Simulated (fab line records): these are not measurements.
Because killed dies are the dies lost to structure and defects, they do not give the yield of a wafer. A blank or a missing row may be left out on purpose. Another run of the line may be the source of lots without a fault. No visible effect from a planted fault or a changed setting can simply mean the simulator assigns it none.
What tool caused it?	flow n5 finfet	10 lots, 30 wafers sampled, at 3 steps of a route of 1938

WHAT EACH GAUGE READ, for each wafer
N5_HKMG_FIN_INSPECT_14: inspects for defects (macro).
lot	measured	on	raw defect count
L143	day 4 03:50	defect inspect-02	1 1 0
L146	day 4 18:37	defect inspect-01	1 1 1
L147	day 5 04:02	defect inspect-02	3 3 1
L149	day 5 13:34	defect inspect-02	>300 >300 >300
L150	day 5 21:19	defect inspect-01	>300 >300 >300
L158	day 7 20:49	defect inspect-01	3 2 2
L159	day 8 02:15	defect inspect-02	1 4 0
L161	day 8 16:23	defect inspect-01	3 1 2
L165	day 9 17:25	defect inspect-02	1 1 1
L166	day 9 19:52	defect inspect-01	4 1 2

WHAT TOOL EACH LOT RAN ON (gives the tool, then ch and the chambers of the sampled wafers, and finally the start)
lot	N5_HKMG_FIN_STRIP_93	N5_HKMG_FIN_ALD_79
L143	rie diel-01 ch 0,2, day 4 01:10	ald metal-01 ch 0,1, day 4 01:48
L146	rie diel-04 ch 1,2,3, day 4 16:08	ald metal-02 ch 0,1,2, day 4 16:46
L147	rie diel-05 ch 0,1,2, day 5 01:22	ald metal-03 ch 0,2, day 5 02:01
L149	rie diel-05 ch 1,3, day 5 11:04	ald metal-02 ch 0,1,3, day 5 11:44
L150	rie diel-05 ch 0,1,2, day 5 18:41	ald metal-02 ch 1,2, day 5 19:19
L158	rie diel-01 ch 0,1, day 7 18:12	ald metal-03 ch 1,2,3, day 7 18:50
L159	rie diel-01 ch 0,3, day 7 23:36	ald metal-02 ch 2,3, day 8 00:14
L161	rie diel-04 ch 1,2,3, day 8 13:47	ald metal-01 ch 0,1,3, day 8 14:25
L165	rie diel-01 ch 1,2, day 9 14:41	ald metal-02 ch 0,2,3, day 9 15:20
L166	rie diel-01 ch 0,1,2, day 9 17:22	ald metal-03 ch 0,1, day 9 18:01
- N5_HKMG_FIN_STRIP_93: strips SOC in N2/H2, time 20 s.
- N5_HKMG_FIN_ALD_79: deposits TiN, target thk 1.5 nm, pulse time 1 s, purge time 3 s.

WHAT THE TOOLS THEMSELVES READ (means of the sampled wafers that have a number; where no wafer has one, the mark that the record gives instead)
N5_HKMG_FIN_STRIP_93.
lot	tool	drypump motor current A (A)	oes product au (a.u.)	rf fwd power W (W)	rf vpp V (V)	showerhead plenum p Torr (Torr)	throttle valve pct (%)
L143	rie diel-01	5.4	0.68	494.5	54.2	3.30	18.9
L146	rie diel-04	5.2	0.70	496.9	54.2	3.30	19.2
L147	rie diel-05	5.9	0.76	496.9	53.0	3.33	18.7
L149	rie diel-05	5.9	0.75	497.5	53.6	3.25	19.0
L150	rie diel-05	5.9	0.76	498.0	54.9	3.33	18.8
L158	rie diel-01	4.9	0.87	495.8	54.4	3.33	18.7
L159	rie diel-01	4.9	0.84	494.6	54.8	3.29	18.7
L161	rie diel-04	5.2	0.78	494.9	54.4	3.41	19.1
L165	rie diel-01	5.8	0.67	495.2	54.2	3.36	19.1
L166	rie diel-01	5.3	0.75	496.2	54.0	3.34	18.9

N5_HKMG_FIN_ALD_79.
lot	tool	heater power w (W)	precursor pulse height rel
L143	ald metal-01	1052	1.001
L146	ald metal-02	899	1.012
L147	ald metal-03	873	0.998
L149	ald metal-02	867	0.974
L150	ald metal-02	926	1.005
L158	ald metal-03	874	0.998
L159	ald metal-02	913	1.011
L161	ald metal-01	998	1.000
L165	ald metal-02	893	0.993
L166	ald metal-03	919	1.010

THE ANSWER, worked out from the rows above alone
Rule: what is usual is taken from the lots themselves. Put in order of their means at a reading, lots are off if they are a third of the lots or fewer, leave a main group of 4 or more, and stand apart from it by a gap of 3 or more times the standard deviation of the main group's means; of several such gaps the widest counts. The tables above print the reading to a certain number of digits; a main group whose means all agree to those digits is not used. Also off: a lot with no number at a reading for which 4 or more lots have one. The other lots that the step has rows for count as sound. The gauges are gone through in route order, then the tools' own readings, and for those a lot's mean is taken as printed above. The first step at which some lot is off is used, and at that step the reading that is off furthest; a lot without a number counts as furthest.
Off, at N5_HKMG_FIN_INSPECT_14 on raw defect count: L149, L150. Without a number there: L149, L150. For the main group the mean is 1.7 and the standard deviation 0.65.
If a tool, at a process step before that reading, ran all the lots that are off and no sound lot after the first of them, it fits. The gauges at N5_HKMG_FIN_INSPECT_14 are tried like those tools. One candidate fits, namely rie diel-05 at N5_HKMG_FIN_STRIP_93. A fault onset in the window from L147 (day 5 01:22, its last sound lot) to L149 (day 5 11:04, its first lot off) fits.

WHAT THE SIMULATOR HAD PUT IN
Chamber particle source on rie diel-05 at N5_HKMG_FIN_STRIP_93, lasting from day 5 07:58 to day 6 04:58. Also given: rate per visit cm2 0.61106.
Shown lots that were struck: L149, L150. The rule above reached the same finding.
